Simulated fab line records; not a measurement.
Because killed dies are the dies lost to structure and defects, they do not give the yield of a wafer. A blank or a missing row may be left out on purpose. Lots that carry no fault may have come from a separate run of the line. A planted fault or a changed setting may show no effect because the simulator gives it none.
fab line records	flow n5_finfet
[record] lots = 10	wafers = 30	last_day = 18
route steps=1938 shown BEOL_M4@1111 BEOL_M6@1249 BEOL_M7@1266 PASSIVATION@1936
lots that met no fault: from a run of the same line without faults
start_h: hours from the record's opening day to when the first of the lot's shown wafers began	wait_h: time in hours since the lot's previous step	" same as the row above	L1.1+2: a single row standing in for several wafers	- no value present, or no start provided	* or withheld: withheld	< > ~ a bound
route shown NAME@n: a module of which the file shows steps, and the number in the route of the first	usual: mean and standard deviation over wafers with no fault	same: alike in all rows	chamber/n: place in a boat	sites: the reading at each site	_std_site: standard deviation of those values	_edge_site: mean of outer sites minus mean of inner sites	radius_mm: how far each site lies from the wafer's centre	mask NAME#n: copy n	behind: the tool/chamber that last shaped the wafer	hold: reason for holding the lot/hours on hold/outcome of the hold	device: which transistor (n, p or np) failed to switch	end of line: the same wafers' tests at the end of the route	for a step that has no rows: nothing shown but its recipe	killed: dies that structure and defects cost at the first sort, which is not the same as the wafer's yield	map: the dies of a wafer, with x for killed, . for not killed, _ for no die there
set.NAME: the setting as run; set.NAME@STEP: as run at that earlier step	model.NAME: the simulator's own value behind a step, which no gauge read
one table for each step of the route and one row for each wafer, over a sample of lots
services: a tool's chamber out of use, with start hour (start_h, from the record's first day; less than 0 if before it), hours out, and reason
[[steps]]
[step N5_BEOL_M4_RC_MEAS_101]
[usual] DIBL_N = 36.4/1.6	DIBL_P = 36.2/1.8	IOFF_N = 0.159/0.029	IOFF_P = 0.21/0.034	ION_N = 670/12	ION_P = 459/8.2	SS_N = 71.5/0.59	SS_P = 73.2/0.54	VT_N = 250/3.3	VT_P = -250/3.7
lot.wafer	tool	chamber	start_h	wait_h	DIBL_N[mV/V]	DIBL_P[mV/V]	IOFF_N[nA/um]	IOFF_P[nA/um]	ION_N[uA/um]	ION_P[uA/um]	SS_N[mV/dec]	SS_P[mV/dec]	VT_N[mV]	VT_P[mV]
L697.2	prober-02	0	209.13	0.2	38.1	36.5	0.204	0.25	697	472	72.2	73.0	248	-247
L697.5	"	0	"	"	39.7	38.4	0.260	0.31	698	477	72.9	73.5	243	-241
L697.6	"	0	"	"	37.4	35.3	0.191	0.24	683	469	72.1	73.2	247	-247
L698.3	prober-01	0	211.86	0.3	37.4	39.1	0.216	0.26	689	473	71.9	73.9	241	-246
L698.4	"	0	"	"	34.0	34.9	0.136	0.20	673	460	70.8	73.1	251	-253
L698.6	"	0	"	"	35.3	35.5	0.154	0.19	667	454	71.1	73.5	250	-253
L699.2	prober-02	0	217.85	0.2	33.8	34.1	0.128	0.17	663	456	71.1	72.2	251	-250
L699.3	"	0	"	"	38.0	39.1	0.205	0.24	686	462	72.1	73.4	247	-246
L699.4	"	0	"	"	36.7	37.2	0.165	0.19	679	464	71.7	73.5	248	-254
L704.2	prober-02	0	251.78	0.2	37.8	38.0	0.182	0.23	673	463	71.8	73.8	250	-252
L704.3	"	0	"	"	37.7	36.4	0.181	0.19	684	456	72.6	73.7	249	-254
L704.5	"	0	"	"	35.8	34.1	0.142	0.16	659	445	71.4	72.9	253	-255
L708.1	prober-02	0	258.39	0.0	35.5	35.8	0.130	0.20	656	452	71.0	73.0	253	-251
L708.5	"	0	"	"	35.2	35.1	0.126	0.18	668	461	70.8	72.8	254	-252
L708.6	"	0	"	"	36.1	32.9	0.127	0.15	643	445	72.0	72.8	256	-255
L711.1	prober-01	0	293.59	0.0	36.0	35.5	0.161	0.20	663	454	71.7	72.9	253	-254
L711.2	"	0	"	"	34.9	33.7	0.129	0.17	654	449	71.8	72.5	257	-254
L711.3	"	0	"	"	36.2	38.1	0.158	0.23	675	464	72.1	73.4	253	-251
L713.1	prober-02	0	293.77	0.0	39.8	38.1	0.211	0.25	673	456	72.7	74.5	243	-251
L713.2	"	0	"	"	34.7	34.4	0.128	0.20	667	459	70.1	72.9	251	-249
L713.4	"	0	"	"	37.9	36.6	0.181	0.24	677	458	72.7	73.4	246	-248
L715.3	prober-02	0	311.25	0.3	35.5	34.9	0.113	0.14	649	443	71.2	72.3	257	-262
L715.5	"	0	"	"	38.6	39.7	0.190	0.20	673	453	72.2	73.7	250	-253
L715.6	"	0	"	"	36.9	37.1	0.152	0.16	675	455	71.9	72.9	251	-258
L716.1	prober-01	0	331.48	0.0	36.1	37.1	0.157	0.22	657	458	71.7	73.4	253	-250
L716.2	"	0	"	"	37.3	39.1	0.196	0.26	689	472	71.7	73.6	247	-248
L716.4	"	0	"	"	33.1	34.9	0.117	0.19	652	460	70.8	72.5	253	-250
L717.2	prober-02	0	335.34	0.2	37.0	37.7	0.179	0.27	671	468	72.1	73.9	248	-245
L717.3	"	0	"	"	32.8	33.8	0.114	0.20	657	466	70.8	72.3	255	-246
L717.5	"	0	"	"	32.9	34.5	0.119	0.23	660	464	70.8	73.0	249	-247
[step N5_BEOL_M6_DEGAS_44]
[recipe] ambient = vacuum	temp_c = 250	time_s = 60
[usual] heater_power_w = 324/25
[same] time_s = 60
lot.wafer	tool	chamber	start_h	wait_h	heater_power_w
L697.2	pvd_sputter-03	-	234.05	2.4	301
L697.5	"	-	"	"	374
L697.6	"	-	"	"	342
L698.3	pvd_sputter-01	-	235.95	0.3	345
L698.4	"	-	"	"	322
L698.6	"	-	"	"	305
L699.2	pvd_sputter-03	-	237.73	0.3	373
L699.3	"	-	"	"	301
L699.4	"	-	"	"	326
L704.2	pvd_sputter-01	-	272.51	0.3	326
L704.3	"	-	"	"	331
L704.5	"	-	"	"	302
L708.1	pvd_sputter-01	-	277.09	0.8	338
L708.5	"	-	"	"	317
L708.6	"	-	"	"	354
L711.1	pvd_sputter-01	-	311.22	0.5	342
L711.2	"	-	"	"	302
L711.3	"	-	"	"	320
L713.1	pvd_sputter-02	-	318.24	0.4	308
L713.2	"	-	"	"	301
L713.4	"	-	"	"	375
L715.3	pvd_sputter-01	-	332.52	0.5	294
L715.5	"	-	"	"	317
L715.6	"	-	"	"	295
L716.1	pvd_sputter-02	-	350.24	0.8	375
L716.2	"	-	"	"	279
L716.4	"	-	"	"	319
L717.2	pvd_sputter-01	-	354.98	0.8	302
L717.3	"	-	"	"	324
L717.5	"	-	"	"	317
[step N5_BEOL_M6_RS_MEAS_57]
[recipe] thk_meas_gauge = four-point-probe	reads = Cu_of_BEOL_M6_ECD_50+Co_of_BEOL_M6_CVD_78+TaN_of_BEOL_M6_ALD_77
[usual] M6_RS = 0.288/0.0089
lot.wafer	tool	chamber	start_h	wait_h	M6_RS[ohm/sq]
L697.2	film_metro-01	-	235.60	0.1	0.286
L697.5	"	-	"	"	0.286
L697.6	"	-	"	"	0.286
L698.3	film_metro-01	-	237.78	0.1	0.291
L698.4	"	-	"	"	0.286
L698.6	"	-	"	"	0.293
L699.2	film_metro-02	-	239.34	0.1	0.284
L699.3	"	-	"	"	0.283
L699.4	"	-	"	"	0.293
L704.2	film_metro-02	-	274.32	0.1	0.302
L704.3	"	-	"	"	0.282
L704.5	"	-	"	"	0.285
L708.1	film_metro-02	-	279.28	0.1	0.285
L708.5	"	-	"	"	0.290
L708.6	"	-	"	"	0.277
L711.1	film_metro-01	-	313.44	0.1	0.278
L711.2	"	-	"	"	0.306
L711.3	"	-	"	"	0.281
L713.1	film_metro-02	-	320.41	0.1	0.289
L713.2	"	-	"	"	0.294
L713.4	"	-	"	"	0.278
L715.3	film_metro-02	-	335.32	0.1	0.282
L715.5	"	-	"	"	0.293
L715.6	"	-	"	"	0.285
L716.1	film_metro-02	-	352.87	0.1	0.289
L716.2	"	-	"	"	0.284
L716.4	"	-	"	"	0.277
L717.2	film_metro-02	-	356.82	0.1	0.267
L717.3	"	-	"	"	0.283
L717.5	"	-	"	"	0.287
[step N5_BEOL_M7_PECVD_70]
[recipe] material = SiO2	target_thk_a = 200	temp_c = 400	precursor = TEOS/O2	pressure_torr = 5.5	rf_w = 450	teos_flow_sccm = 53.8	gas = O2	flow_sccm = 3000	time_s = 22.7
[usual] chamber_pressure_Torr = 5.501/0.012	heater_power_outer_w = 457/80	heater_power_w = 766/120	showerhead_plenum_p_Torr = 8.79/0.051	throttle_valve_pct = 22.6/1.6	time_s = 22.7/0
lot.wafer	tool	chamber	start_h	wait_h	chamber_pressure_Torr	heater_power_outer_w	heater_power_w	showerhead_plenum_p_Torr	throttle_valve_pct	time_s
L697.2	pecvd-04	0	236.87	0.0	5.498	427	723	8.88	22.3	22.7
L697.5	"	2	"	"	5.474	442	742	8.69	20.8	22.7
L697.6	"	0	"	"	5.477	440	717	8.84	22.3	22.7
L698.3	pecvd-01	0	238.68	0.0	5.499	662	1082	8.79	27.2	22.7
L698.4	"	0	"	"	5.490	660	1084	8.78	26.8	22.7
L698.6	"	1	"	"	5.497	500	793	8.85	21.6	22.7
L699.2	pecvd-02	2	240.19	0.0	5.479	400	704	8.81	21.5	22.7
L699.3	"	1	"	"	5.495	384	677	8.83	24.0	22.7
L699.4	"	2	"	"	5.500	402	700	8.79	21.4	22.7
L704.2	pecvd-01	1	275.00	0.0	-	-	-	-	-	-
L704.3	"	0	"	"	-	-	-	-	-	-
L704.5	"	1	"	"	-	-	-	-	-	-
L708.1	pecvd-04	0	280.44	0.0	-	-	-	-	-	-
L708.5	"	2	"	"	-	-	-	-	-	-
L708.6	"	0	"	"	-	-	-	-	-	-
L711.1	pecvd-02	2	314.12	0.0	5.499	430	737	8.81	21.3	22.7
L711.2	"	1	"	"	5.494	364	638	8.80	23.8	22.7
L711.3	"	0	"	"	5.493	414	777	8.87	22.3	22.7
L713.1	pecvd-01	1	321.57	0.0	5.500	406	650	8.82	22.0	22.7
L713.2	"	0	"	"	5.530	636	1063	8.79	27.2	22.7
L713.4	"	1	"	"	5.512	407	666	8.83	21.9	22.7
L715.3	pecvd-04	2	336.01	0.0	5.473	393	663	8.70	21.2	22.7
L715.5	"	0	"	"	5.503	526	848	8.85	22.3	22.7
L715.6	"	1	"	"	5.504	468	763	8.79	22.5	22.7
L716.1	pecvd-04	1	353.57	0.0	5.506	476	811	8.76	22.3	22.7
L716.2	"	0	"	"	5.514	465	740	8.85	22.5	22.7
L716.4	"	0	"	"	5.506	474	753	8.89	22.4	22.7
L717.2	pecvd-01	0	357.50	0.0	5.468	679	1090	8.76	27.1	22.7
L717.3	"	1	"	"	5.498	447	735	8.82	21.8	22.7
L717.5	"	2	"	"	5.505	371	641	8.79	22.2	22.7
[step N5_BEOL_M7_OVL_MEAS_12]
[recipe] points_per_wafer = 44
[usual] M7_OVL = 0.5/0.59
lot.wafer	tool	chamber	start_h	wait_h	M7_OVL[nm]
L697.2	overlay-01	0	237.71	0.0	0.5
L697.5	"	0	"	"	1.2
L697.6	"	0	"	"	1.6
L698.3	overlay-01	0	239.63	0.0	0.1
L698.4	"	0	"	"	0.1
L698.6	"	0	"	"	0.5
L699.2	overlay-02	0	240.91	0.0	0.2
L699.3	"	0	"	"	0.1
L699.4	"	0	"	"	0.4
L704.2	overlay-02	0	276.64	0.0	1.3
L704.3	"	0	"	"	1.4
L704.5	"	0	"	"	1.8
L708.1	overlay-02	0	282.08	0.0	0.6
L708.5	"	0	"	"	1.6
L708.6	"	0	"	"	0.4
L711.1	overlay-02	0	317.25	0.0	1.0
L711.2	"	0	"	"	1.4
L711.3	"	0	"	"	0.9
L713.1	overlay-01	0	322.43	0.0	0.2
L713.2	"	0	"	"	0.1
L713.4	"	0	"	"	0.1
L715.3	overlay-01	0	337.87	0.0	1.5
L715.5	"	0	"	"	1.1
L715.6	"	0	"	"	0.8
L716.1	overlay-01	0	354.81	0.0	-0.1
L716.2	"	0	"	"	1.1
L716.4	"	0	"	"	-0.1
L717.2	overlay-01	0	358.69	0.0	1.1
L717.3	"	0	"	"	0.8
L717.5	"	0	"	"	0.6
[step N5_PASSIVATION_PROBE_49]
[usual] defect_limited_yield = 91.1/1.5	killed_at_M0_to_M3 = 33/9.9	killed_at_M4_up = 14/5.2	killed_at_contacts = 12/6.7	killed_at_front_end = 43/13	killed_at_other = 3.4/2.7	killed_dies = 105/17	killed_on_rim = 14/4.2	killed_open = 69/13	killed_short = 33/7.5	sort_bin_5_function = 5.2/0.91	sort_bin_6_memory = 3.3/0.71	sort_bin_8_speed = 0.00/0.032	sort_n_pass = 1075/17	sort_yield_pct = 91.1/1.5
[same] gross_dies = 1180	killed_at_back_side = 0	sort_bin_4_leakage[%] = 0
lot.wafer	tool	chamber	start_h	wait_h	defect_limited_yield[%]	killed_at_M0_to_M3	killed_at_M4_up	killed_at_contacts	killed_at_front_end	killed_at_other	killed_dies	killed_on_rim	killed_open	killed_short	sort_bin_5_function[%]	sort_bin_6_memory[%]	sort_bin_8_speed[%]	sort_n_pass	sort_yield_pct[%]
L699.2	prober-01	-	316.88	0.1	91.2	26	19	6	48	5	104	14	76	28	5.9	2.9	0	1076	91.2
L699.3	prober-01	-	316.93	0.1	91.4	16	15	3	62	6	102	14	56	45	4.8	3.6	0	1078	91.4
L699.4	prober-01	-	316.98	0.2	90.3	32	22	6	49	5	114	15	74	35	5.2	4.3	0	1066	90.3
L697.2	prober-02	-	317.90	0.1	91.5	51	9	5	33	2	100	7	70	29	4.8	3.2	0	1080	91.5
L697.5	prober-02	-	318.05	0.2	92.5	19	5	8	55	1	88	19	67	21	5.3	2.1	0	1092	92.5
L697.6	prober-02	-	318.10	0.3	92.5	29	13	4	41	2	89	10	62	27	4.2	3.1	0	1091	92.5
L698.3	prober-01	-	323.75	0.1	92.1	31	14	11	36	1	93	13	70	20	3.7	4.1	0	1087	92.1
L698.4	prober-01	-	323.80	0.2	89.1	47	21	11	49	1	129	15	94	33	5.8	4.8	0	1051	89.1
L698.6	prober-01	-	323.90	0.3	93.2	19	23	12	18	8	80	10	59	20	3.7	2.9	0	1100	93.2
L704.2	prober-01	-	356.44	0.1	64.0	33	334	20	37	1	425	15	70	32	32.6	3.2	0	755	64.0
L704.3	prober-01	-	356.49	0.1	62.9	34	342	19	39	4	438	123	71	35	33.8	3.1	0	742	62.9
L704.5	prober-01	-	356.59	0.2	59.7	41	347	31	52	5	476	28	91	50	35.4	4.3	0	704	59.7
L708.1	prober-02	-	360.23	0.0	65.2	47	315	16	30	3	411	110	64	39	31.7	3.0	0	769	65.2
L708.5	prober-02	-	360.43	0.2	65.0	32	337	10	28	6	413	48	58	33	32.3	2.4	0	767	65.0
L708.6	prober-02	-	360.48	0.3	63.7	29	349	21	28	1	428	115	57	32	33.8	2.5	0.17	750	63.6
L711.1	prober-02	-	397.43	0.0	89.9	46	14	6	50	3	119	18	79	39	6.3	3.6	0	1061	89.9
L711.2	prober-02	-	397.48	0.1	88.1	36	12	12	78	3	141	21	91	48	6.4	5.2	0	1039	88.1
L711.3	prober-02	-	397.53	0.1	89.2	27	12	18	70	1	128	12	85	41	6.4	4.1	0	1052	89.2
L713.1	prober-01	-	405.58	0.0	90.6	40	10	13	46	2	111	16	75	35	5.8	3.4	0	1069	90.6
L713.2	prober-01	-	405.63	0.1	91.4	27	17	8	42	7	101	10	72	25	5.3	2.9	0	1079	91.4
L713.4	prober-01	-	405.73	0.2	91.7	23	10	10	52	3	98	21	55	34	4.6	2.7	0	1082	91.7
L715.3	prober-02	-	417.63	0.1	91.2	45	17	5	25	12	104	8	69	35	5.3	3.1	0	1076	91.2
L715.5	prober-02	-	417.73	0.2	93.6	25	10	2	32	7	76	12	51	25	3.6	2.6	0	1104	93.6
L715.6	prober-02	-	417.78	0.3	94.0	35	15	4	15	2	71	11	45	26	3.5	2.2	0	1109	94.0
L716.1	prober-01	-	432.35	0.0	91.3	40	8	12	41	2	103	15	65	35	4.3	4.2	0	1077	91.3
L716.2	prober-01	-	432.40	0.1	91.1	37	15	8	39	6	105	6	71	34	5.3	3.5	0	1075	91.1
L716.4	prober-01	-	432.50	0.2	92.4	34	4	11	40	1	90	12	58	32	4.1	3.0	0	1090	92.4
L717.2	prober-01	-	438.40	0.1	89.2	35	20	17	54	2	128	26	81	41	6.1	3.9	0	1052	89.2
L717.3	prober-01	-	438.45	0.1	89.5	57	9	12	42	4	124	16	74	49	6.1	4.2	0	1056	89.5
L717.5	prober-01	-	438.55	0.2	91.6	38	9	10	38	4	99	11	57	37	4.7	3.3	0	1081	91.6
// killed by level:class
L699.2 FIN_SAQP:geometric_particle:short=9 DUMMY_GATE:geometric_particle:open=9 BEOL_M0_SAQP:geometric_particle:open=9 FIN_SAQP:geometric_particle:open=8 BEOL_M3:geometric_particle:open=6 STI_FIN_REVEAL:geometric_particle:open=6 BEOL_M5:geometric_particle:open=6 STARTING-WAFER:geometric_particle:open=6
L699.3 FIN_SAQP:geometric_particle:short=15 DUMMY_GATE:geometric_particle:open=12 FIN_SAQP:geometric_particle:open=8 BEOL_M3:geometric_particle:open=5 DUMMY_GATE:geometric_particle:short=4 FIN_CUT:geometric_particle:short=3 STI_FIN_REVEAL:geometric_particle:open=3 BEOL_M8:geometric_particle:open=3
L699.4 DUMMY_GATE:geometric_particle:open=10 STI_FIN_REVEAL:geometric_particle:open=9 BEOL_M0_SAQP:geometric_particle:open=8 BEOL_M0_SAQP:geometric_particle:short=8 FIN_SAQP:geometric_particle:short=7 FIN_SAQP:geometric_particle:open=6 DUMMY_GATE:geometric_particle:short=6 MOL_CONTACT_COAG:geometric_particle:open=6
L697.2 BEOL_M1:geometric_particle:open=16 BEOL_M2:geometric_particle:open=14 BEOL_M3:geometric_particle:open=7 DUMMY_GATE:geometric_particle:open=7 FIN_SAQP:geometric_particle:open=4 MOL_CONTACT_COAG:geometric_particle:open=4 BEOL_M0_SAQP:geometric_particle:short=4 FIN_SAQP:geometric_particle:short=3
L697.5 FIN_SAQP:geometric_particle:open=17 STI_FIN_REVEAL:geometric_particle:open=14 BEOL_M1:geometric_particle:open=6 BEOL_M3:geometric_particle:open=6 ILD0:geometric_particle:open=4 ILD0:geometric_particle:short=4 MOL_CONTACT_COAG:geometric_particle:short=4 MOL_CONTACT_COAG:geometric_particle:open=4
L697.6 BEOL_M1:geometric_particle:open=10 FIN_SAQP:geometric_particle:open=8 STI_FIN_REVEAL:geometric_particle:open=7 DUMMY_GATE:geometric_particle:open=7 FIN_SAQP:geometric_particle:short=5 SPACER0:geometric_particle:open=5 BEOL_M0_SAQP:geometric_particle:short=5 BEOL_M4:geometric_particle:open=5
L698.3 BEOL_M2:geometric_particle:open=15 BEOL_M4:geometric_particle:open=11 MOL_CONTACT_COAG:geometric_particle:open=10 STI_FIN_REVEAL:geometric_particle:open=8 ILD0:geometric_particle:open=5 FIN_SAQP:geometric_particle:open=4 DUMMY_GATE:geometric_particle:open=4 FIN_SAQP:geometric_particle:short=3
L698.4 STI_FIN_REVEAL:geometric_particle:open=23 BEOL_M4:geometric_particle:open=14 BEOL_M2:geometric_particle:open=14 BEOL_M0_SAQP:geometric_particle:open=9 BEOL_M1:geometric_particle:open=9 MOL_CONTACT_COAG:geometric_particle:open=8 BEOL_M0_SAQP:geometric_particle:short=8 STI_FIN_REVEAL:geometric_particle:short=4
L698.6 BEOL_M4:geometric_particle:open=15 BEOL_M2:geometric_particle:open=12 MOL_CONTACT_COAG:geometric_particle:open=8 STI_FIN_REVEAL:geometric_particle:open=4 STARTING-WAFER:geometric_particle:open=4 FIN_SAQP:geometric_particle:open=3 MOL_CONTACT_COAG:geometric_particle:short=3 BEOL_M4:geometric_particle:short=3
L704.2 BEOL_M7:area_pecvd=323 MOL_CONTACT_COAG:geometric_particle:open=15 FIN_SAQP:geometric_particle:open=14 BEOL_M3:geometric_particle:open=9 BEOL_M1:geometric_particle:open=8 FIN_SAQP:geometric_particle:short=6 BEOL_M0_SAQP:geometric_particle:short=6 BEOL_M4:geometric_particle:open=6
L704.3 BEOL_M7:area_pecvd=330 STI_FIN_REVEAL:geometric_particle:open=13 MOL_CONTACT_COAG:geometric_particle:open=12 BEOL_M3:geometric_particle:open=9 MOL_CONTACT_COAG:geometric_particle:short=7 BEOL_M0_SAQP:geometric_particle:open=6 GATE_CUT:geometric_particle:open=5 BEOL_M0_SAQP:geometric_particle:short=5
L704.5 BEOL_M7:area_pecvd=335 MOL_CONTACT_COAG:geometric_particle:open=26 STI_FIN_REVEAL:geometric_particle:open=21 BEOL_M0_SAQP:geometric_particle:open=10 BEOL_M0_SAQP:geometric_particle:short=9 FIN_SAQP:geometric_particle:short=7 BEOL_M3:geometric_particle:open=7 FIN_SAQP:geometric_particle:open=5
L708.1 BEOL_M7:area_pecvd=306 BEOL_M0_SAQP:geometric_particle:short=13 BEOL_M2:geometric_particle:open=12 MOL_CONTACT_COAG:geometric_particle:open=11 BEOL_M0_SAQP:geometric_particle:open=8 BEOL_M1:geometric_particle:open=8 FIN_SAQP:geometric_particle:open=7 FIN_SAQP:geometric_particle:short=6
L708.5 BEOL_M7:area_pecvd=320 BEOL_M2:geometric_particle:open=11 FIN_SAQP:geometric_particle:short=8 BEOL_M1:geometric_particle:open=8 BEOL_M4:geometric_particle:open=8 FIN_SAQP:geometric_particle:open=7 MOL_CONTACT_COAG:geometric_particle:open=6 MIM_TOP_ETCH:geometric_particle:short=5
L708.6 BEOL_M7:area_pecvd=339 MOL_CONTACT_COAG:geometric_particle:open=19 FIN_SAQP:geometric_particle:short=8 BEOL_M0_SAQP:geometric_particle:short=6 FIN_SAQP:geometric_particle:open=5 BEOL_M1:geometric_particle:open=5 STI_FIN_REVEAL:geometric_particle:open=4 BEOL_M0_SAQP:geometric_particle:open=4
L711.1 BEOL_M3:geometric_particle:open=19 FIN_SAQP:geometric_particle:open=16 FIN_SAQP:geometric_particle:short=11 BEOL_M0_SAQP:geometric_particle:short=8 MOL_CONTACT_COAG:geometric_particle:open=6 BEOL_M0_SAQP:geometric_particle:open=6 STI_FIN_REVEAL:geometric_particle:open=5 BEOL_M0:geometric_particle:open=5
L711.2 FIN_SAQP:geometric_particle:open=22 FIN_SAQP:geometric_particle:short=18 STI_FIN_REVEAL:geometric_particle:open=12 BEOL_M0_SAQP:geometric_particle:open=8 BEOL_M3:geometric_particle:open=8 MOL_CONTACT_COAG:geometric_particle:open=7 BEOL_M0_SAQP:geometric_particle:short=6 MOL_CONTACT_COAG:geometric_particle:short=5
L711.3 FIN_SAQP:geometric_particle:open=27 FIN_SAQP:geometric_particle:short=13 STI_FIN_REVEAL:geometric_particle:open=10 MOL_CONTACT_COAG:geometric_particle:open=10 BEOL_M0_SAQP:geometric_particle:short=9 MOL_CONTACT_COAG:geometric_particle:short=7 GATE_CUT:geometric_particle:short=4 GATE_CUT:geometric_particle:open=4
L713.1 BEOL_M2:geometric_particle:open=14 MOL_CONTACT_COAG:geometric_particle:open=11 DUMMY_GATE:geometric_particle:open=9 FIN_SAQP:geometric_particle:short=8 BEOL_M0_SAQP:geometric_particle:open=7 BEOL_M0_SAQP:geometric_particle:short=7 BEOL_M3:geometric_particle:open=5 STARTING-WAFER:geometric_particle:short=5
L713.2 DUMMY_GATE:geometric_particle:open=9 BEOL_M1:geometric_particle:open=9 STARTING-WAFER:geometric_particle:open=8 MOL_CONTACT_COAG:geometric_particle:open=7 FIN_SAQP:geometric_particle:open=5 BEOL_M0_SAQP:geometric_particle:short=5 STARTING-WAFER:geometric_particle:short=5 FIN_SAQP:geometric_particle:short=4
L713.4 MOL_CONTACT_COAG:geometric_particle:open=9 DUMMY_GATE:geometric_particle:open=8 FIN_SAQP:geometric_particle:open=7 STI_FIN_REVEAL:geometric_particle:open=7 BEOL_M0_SAQP:geometric_particle:open=7 FIN_SAQP:geometric_particle:short=6 HKMG_FIN:area_etch=6 DUMMY_GATE:geometric_particle:short=4
L715.3 BEOL_M0_SAQP:geometric_particle:open=16 BEOL_M0_SAQP:geometric_particle:short=11 BEOL_M4:geometric_particle:open=11 BEOL_M0:geometric_particle:open=5 BEOL_M2:geometric_particle:open=5 MOL_CONTACT_COAG:geometric_particle:open=4 PASS1_CAP:geometric_particle:open=4 FIN_SAQP:geometric_particle:open=3
L715.5 BEOL_M0_SAQP:geometric_particle:open=12 DUMMY_GATE:geometric_particle:open=10 BEOL_M0_SAQP:geometric_particle:short=6 STARTING-WAFER:geometric_particle:open=6 BEOL_M4:geometric_particle:open=5 FIN_SAQP:geometric_particle:open=4 STARTING-WAFER:geometric_particle:short=4 DUMMY_GATE:geometric_particle:short=3
L715.6 BEOL_M0_SAQP:geometric_particle:short=12 BEOL_M0_SAQP:geometric_particle:open=10 BEOL_M4:geometric_particle:open=6 DUMMY_GATE:geometric_particle:open=4 MOL_CONTACT_COAG:geometric_particle:open=4 BEOL_M6:geometric_particle:open=4 FIN_SAQP:geometric_particle:open=3 BEOL_M0:geometric_particle:open=3
L716.1 MOL_CONTACT_COAG:geometric_particle:open=9 FIN_SAQP:geometric_particle:short=8 BEOL_M0_SAQP:geometric_particle:open=7 STI_FIN_REVEAL:geometric_particle:open=6 BEOL_M1:geometric_particle:open=6 BEOL_M2:geometric_particle:open=6 BEOL_M3:geometric_particle:open=6 DUMMY_GATE:geometric_particle:open=5
L716.2 FIN_SAQP:geometric_particle:short=7 FIN_SAQP:geometric_particle:open=7 BEOL_M0_SAQP:geometric_particle:short=7 BEOL_M1:geometric_particle:open=7 BEOL_M3:geometric_particle:open=7 BEOL_M0_SAQP:geometric_particle:open=6 BEOL_M8:geometric_particle:open=6 MOL_CONTACT_COAG:geometric_particle:open=5
L716.4 MOL_CONTACT_COAG:geometric_particle:open=11 BEOL_M0_SAQP:geometric_particle:open=10 BEOL_M0_SAQP:geometric_particle:short=9 DUMMY_GATE:geometric_particle:open=7 STI_FIN_REVEAL:geometric_particle:open=5 GATE_CUT:geometric_particle:short=4 GATE_CUT:geometric_particle:open=4 BEOL_M1:geometric_particle:open=4
L717.2 MOL_CONTACT_COAG:geometric_particle:open=14 BEOL_M0_SAQP:geometric_particle:open=10 FIN_SAQP:geometric_particle:open=9 FIN_SAQP:geometric_particle:short=9 STI_FIN_REVEAL:geometric_particle:open=8 BEOL_M4:geometric_particle:open=7 DUMMY_GATE:geometric_particle:open=6 BEOL_M3:geometric_particle:open=6
L717.3 MOL_CONTACT_COAG:geometric_particle:open=11 BEOL_M0_SAQP:geometric_particle:short=11 BEOL_M1:geometric_particle:short=9 FIN_SAQP:geometric_particle:open=8 BEOL_M0_SAQP:geometric_particle:open=8 BEOL_M3:geometric_particle:open=8 GATE_CUT:geometric_particle:short=6 BEOL_M0:geometric_particle:open=6
L717.5 FIN_SAQP:geometric_particle:short=10 MOL_CONTACT_COAG:geometric_particle:open=8 BEOL_M0_SAQP:geometric_particle:short=7 BEOL_M1:geometric_particle:open=7 FIN_SAQP:geometric_particle:open=6 BEOL_M2:geometric_particle:open=6 GATE_CUT:geometric_particle:open=5 BEOL_M0_SAQP:geometric_particle:open=5
[[services]]
tool	chamber	start_h	hours	kind
pecvd-01	-	256.66	1.3	repair
pecvd-02	2	271.16	5.5	scheduled_down
pecvd-01	0	281.86	2.1	scheduled_down
pecvd-01	2	293.32	26.4	repair
pecvd-02	0	298.62	5.5	scheduled_down
pecvd-01	1	312.02	5.0	scheduled_down
pvd_sputter-01	-	312.40	8.6	repair
pecvd-02	0	331.53	2.1	scheduled_down
pecvd-01	-	340.65	9.4	repair
pecvd-04	2	349.70	5.5	scheduled_down
[[key]]
[first_sign] step = N5_BEOL_M7_PECVD_70	reading = tool_record	direction = missing
[effect] step = N5_PASSIVATION_PROBE_49	reading = killed_at_M4_up	direction = up	sigmas = 62	usual = 14	struck = 337
[more_kills_born_at] N5_BEOL_M7_PECVD_70@pecvd-01 = 988	N5_BEOL_M7_PECVD_70@pecvd-04 = 965
met_at N5_BEOL_M7_PECVD_70
struck_lots L704,L708
not_acting_at N5_BEOL_M6_DEGAS_44,N5_BEOL_M6_RS_MEAS_57,N5_BEOL_M7_OVL_MEAS_12
onset_between 238.68 275.00
[fault] kind = skipped_step_whole	tool = pecvd-01,pecvd-04	chamber = -	onset_h = 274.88	steps = N5_BEOL_M7_PECVD_70	scope = struck_lots_only
